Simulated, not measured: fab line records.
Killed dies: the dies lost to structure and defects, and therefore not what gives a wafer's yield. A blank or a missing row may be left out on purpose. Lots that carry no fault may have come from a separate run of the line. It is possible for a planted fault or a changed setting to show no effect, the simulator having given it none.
A lot that was struck, set against a sound lot	flow nand_harc	14 steps out of a route of 1159
Sound: these wafers, L549.2, L549.4, L549.5. Struck: wafers L566.3, L566.4, L566.5. The cause comes at the end.
Order at every step that has rows: each side's tool, ch and its chambers, its first start. Under that, the readings that differ: sound wafers	struck wafers	difference of the means	sigmas: that difference in standard deviations of wafers without a fault.
alike: readings with means less than 2 such deviations apart, plus words and numbers identical on both sides. not compared: withheld readings, readings lacking a value on some wafer, bounds such as >300 that could conceal the same value, and numbers that have no deviation in the record and whose values overlap.
Wherever a step has rows on one side only, a row that says differs or no value, or a row with sigmas, the two part there. Numbers that don't overlap but have no deviation are shown without sigmas and don't part them. A reading missing from all wafers of one side parts the sides only when that side holds two or more wafers.

NHARC_A_CONTACT_ETCH_138: etches the open film in C4F8/O2/Ar, time 132 s, target depth 1289 nm.
  sound on har_cap_etch-01 ch 0,1, day 17 07:01; struck on har_cap_etch-03 ch 0,1, day 21 18:41
  not compared: rf_hours_counter_h
NHARC_A_CONTACT_ETCH_139: etches the open film in C4F8/O2/Ar, time 137 s, target depth 590 nm.
  sound on har_cap_etch-01 ch 0,1, day 17 07:08; struck on har_cap_etch-03 ch 0,1, day 21 18:53
  not compared: rf_hours_counter_h
then, 1 step without rows for these wafers: NHARC_A_CONTACT_ETCH_92 (etches the open film in CH3F/O2, target depth 40 nm, time 85.7 s).
NHARC_A_CONTACT_ETCH_98: etches the open film in C4F6/O2, target depth 20 nm, time 10 s.
  sound on rie_diel-05 ch 0,1; struck on rie_diel-05 ch 1,2,3
  alike: drypump_motor_current_A, oes_product_au, rf_vpp_V, showerhead_plenum_p_Torr, throttle_valve_pct
  not compared: rf_hours_counter_h
NHARC_A_CONTACT_CD_MEAS_15:
  sound on cd_sem-02, day 17 08:07; struck on cd_sem-02, day 21 19:30
  alike: cd_nm
then, 3 steps without rows for these wafers: NHARC_A_CONTACT_STRIP_107 (strips in N2/H2); NHARC_A_CONTACT_STRIP_108 (strips in CF4/CHF3); NHARC_A_CONTACT_STRIP_109 (strips in O2/COS).
NHARC_A_CONTACT_ETCH_110: etches the open film in CF4/O2, target depth 50 nm, overetch 5 nm, time 27.5 s.
  sound on rie_diel-12 ch 0,1,3, day 17 08:26; struck on rie_diel-12 ch 2,3, day 21 19:47
  alike: drypump_motor_current_A, oes_product_au, rf_vpp_V, showerhead_plenum_p_Torr, throttle_valve_pct
  not compared: rf_hours_counter_h
NHARC_A_CONTACT_STRIP_26: strips in O2.
  sound on rie_diel-12 ch 0,2; struck on rie_diel-12 ch 2,3
reading	sound	struck	difference	sigmas
rf_vpp_V (V)	59.8 58.1 57.6	55.3 57.3 56.3	-2.2	-2
  alike: drypump_motor_current_A, oes_product_au, showerhead_plenum_p_Torr, throttle_valve_pct
  not compared: rf_hours_counter_h
then, 2 steps without rows for these wafers: NHARC_A_CONTACT_STRIP_27 (strips in post etch residue remover, time 600 s); NHARC_A_CONTACT_ALD_18 (deposits TiN, target thk 3 nm, pulse time 1 s, ald cycles 150).
NHARC_A_CONTACT_CVD_19: deposits W, target thk 300 nm, time 802 s.
  sound on cvd_w-01 ch 0,1, day 17 11:46; struck on cvd_w-01 ch 0,1, day 21 20:53
  no value came back on the struck wafers for chamber_pressure_Torr (Torr), heater_power_outer_w (W), heater_power_w (W), throttle_valve_pct (%); on the sound wafers chamber_pressure_Torr (Torr) reads 40.08 39.94 40.05
NHARC_A_CONTACT_CMP_20: polishes, t overpolish 30 s, target thk 300 nm.
  sound on cmp-04 ch 2,3, day 17 12:33; struck on cmp-04 ch 0,2, day 21 21:32
reading	sound	struck	difference	sigmas
time_to_endpoint_s (s)	65 58 60	1 0 1	-60	-14
  alike: motor_current_A, overpolish_run_s

== WHERE THEY PART ==
Last at NHARC_A_CONTACT_CMP_20 as far as this record goes, first at NHARC_A_CONTACT_STRIP_26.

WHY: what the simulator had put in
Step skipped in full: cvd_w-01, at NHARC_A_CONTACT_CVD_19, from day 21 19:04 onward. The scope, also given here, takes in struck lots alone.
